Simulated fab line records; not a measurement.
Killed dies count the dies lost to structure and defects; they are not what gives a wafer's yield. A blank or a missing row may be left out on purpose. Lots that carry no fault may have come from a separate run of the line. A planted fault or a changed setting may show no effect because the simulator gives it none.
Struck lot and sound lot, side by side || flow n5-finfet || 20 steps out of a route of 1938
Sound: wafers L383.1, L383.2, L383.6. The struck wafers were L387.2, L387.5, L387.6. The cause comes at the end.
For every step that has rows: the tool of each side, followed by ch and its chambers, followed by its first start. Under that, the readings that differ: sound wafers || struck wafers || difference of the means || sigmas: that difference in standard deviations of wafers without a fault.
alike: readings whose means differ by less than 2 such deviations, and words and numbers that are the same on both sides. not compared: withheld readings, readings that some wafer has no value for, bounds like >300 that may hide the same value, and numbers for which the record gives no deviation and whose values overlap.
Wherever a step has rows on one side only, a row that says differs or no value, or a row with sigmas, the two part there. Non-overlapping numbers with no deviation appear without sigmas and do not part them. A reading that every wafer of one side lacks parts them only if that side has two wafers or more.

first, 1 step without rows for these wafers: N5_SD_EPI_P_STRIP_50 (strips in CHF3/O2).
N5_SD_EPI_P_SD_RECESS_17: chemistry HBr/Cl2/O2, target depth 39.1 nm, bt time 3 s.
  sound on rie-si-03 ch 0,3, day 4 20:35; struck on rie-si-01 ch 1,2,3, day 5 14:22
  alike: chamber-pressure-mTorr, drypump-motor-current-A, oes-product-au, throttle-valve-pct
  not compared: rf-hours-counter-h
then, 1 step without rows for these wafers: N5_SD_EPI_P_WET_ETCH_45 (etches SiO2 in dHF, time 10.7 s, target depth 2 nm, rinse time 30 s).
N5_SD_EPI_P_STRIP_40: strips in N2/H2.
  sound on plasma-asher-02 ch 0,1, day 4 20:44; struck on plasma-asher-01 ch 0,1, day 5 14:31
  alike: drypump-motor-current-A, heater-power-w, oes-product-au
  not compared: rf-hours-counter-h
then, 5 steps without rows for these wafers: N5_SD_EPI_P_PRECLEAN_52 (cleans in O3/DIW, time 60 s); N5_SD_EPI_P_SRD_20 (time 30 s); N5_SD_EPI_P_PRECLEAN_51 (cleans in NF3:NH3, afs cycles 1, time 20 s, sublimation time 60 s); N5_SD_EPI_P_VAPOR_ETCH_44 (etches SiGe30 in NF3/Ar, time 3.3 s); N5_SD_EPI_P_EPI_21 (deposits SiGe:B, time 355 s).
N5_SD_EPI_P_EPI_MEAS_23:
  sound on film-metro-02, day 5 00:17; struck on film-metro-02, day 5 17:13
  alike: thk-nm
then, 2 steps without rows for these wafers: N5_SD_EPI_P_HM_STRIP_48 (strips SiNx in H3PO4, material SiNx, target depth 3 nm); N5_SD_EPI_P_SRD_49 (time 30 s).
N5_SD_EPI_P_PRECLEAN_24: cleans in O3/DIW, time 45 s.
  sound on wet-bench-01 ch 3,4,6, day 5 00:23; struck on wet-bench-01 ch 1,5,6, day 5 17:20
then, 3 steps without rows for these wafers: N5_SD_EPI_P_PRECLEAN_32 (cleans in dHF, time 10 s); N5_SD_EPI_P_PRECLEAN_33 (cleans in SC2, time 45 s); N5_SD_EPI_P_SRD_25 (time 30 s).
N5_SD_EPI_P_INSPECT_26: inspects for defects (darkfield).
  sound on defect-inspect-01, day 5 00:27; struck on defect-inspect-02, day 5 17:24
{"reading": "raw-defect-count", "sound": "126 117 88", "struck": "998 982 951", "difference": "+867", "sigmas": "+27"}
N5_SD_ACTIVATION_RTA_00: time 0 s.
  sound on rtp-anneal-02 ch 0, day 5 00:29; struck on rtp-anneal-02 ch 0, day 5 17:32
  alike: lamp-power-pct, lamp_zone_5_pct, wafer_temp_C_max
-- a jump in the record: the struck wafers' starts before and after are 5 days apart (it breaks off in module SD_ACTIVATION and resumes in module BEOL_M4, where the first step shown is number 1111 of the route) --
N5_BEOL_M4_RC_MEAS_101:
  sound on prober-02 ch 0, day 9 22:19; struck on prober-01 ch 0, day 11 01:07
{"reading": "DIBL_N (mV/V)", "sound": "40.1 38.9 39.9", "struck": "32.8 33.4 34.1", "difference": -6.2, "sigmas": -3}
{"reading": "DIBL_P (mV/V)", "sound": "40.3 38.8 39.2", "struck": "32.3 34.6 34.3", "difference": -5.7, "sigmas": -3}
{"reading": "IOFF_N (nA/um)", "sound": "0.224 0.185 0.214", "struck": "0.099 0.123 0.123", "difference": -0.093, "sigmas": -3}
{"reading": "IOFF_P (nA/um)", "sound": "0.27 0.25 0.26", "struck": "0.15 0.18 0.17", "difference": -0.09, "sigmas": -3}
{"reading": "ION_N (uA/um)", "sound": "675 682 674", "struck": "644 667 651", "difference": -23, "sigmas": -2}
{"reading": "VT_N (mV)", "sound": "247.6 250.4 247.6", "struck": "257.9 251.8 256.5", "difference": "+6.9", "sigmas": "+2"}
  alike: ION_P, SS_N, SS_P, VT_P
-- a jump in the record: the struck wafers' starts before and after are 5 days apart (it breaks off in module BEOL_M4 and resumes in module PASSIVATION, where the first step shown is number 1936 of the route) --
N5_PASSIVATION_PROBE_49:
  only the struck wafers here have rows in the record (prober-01, day 15 14:56); the sound ones have none

## WHERE THEY PART
Last at N5_PASSIVATION_PROBE_49 as far as this record goes, first at N5_SD_EPI_P_INSPECT_26.

WHY: what the simulator had put in
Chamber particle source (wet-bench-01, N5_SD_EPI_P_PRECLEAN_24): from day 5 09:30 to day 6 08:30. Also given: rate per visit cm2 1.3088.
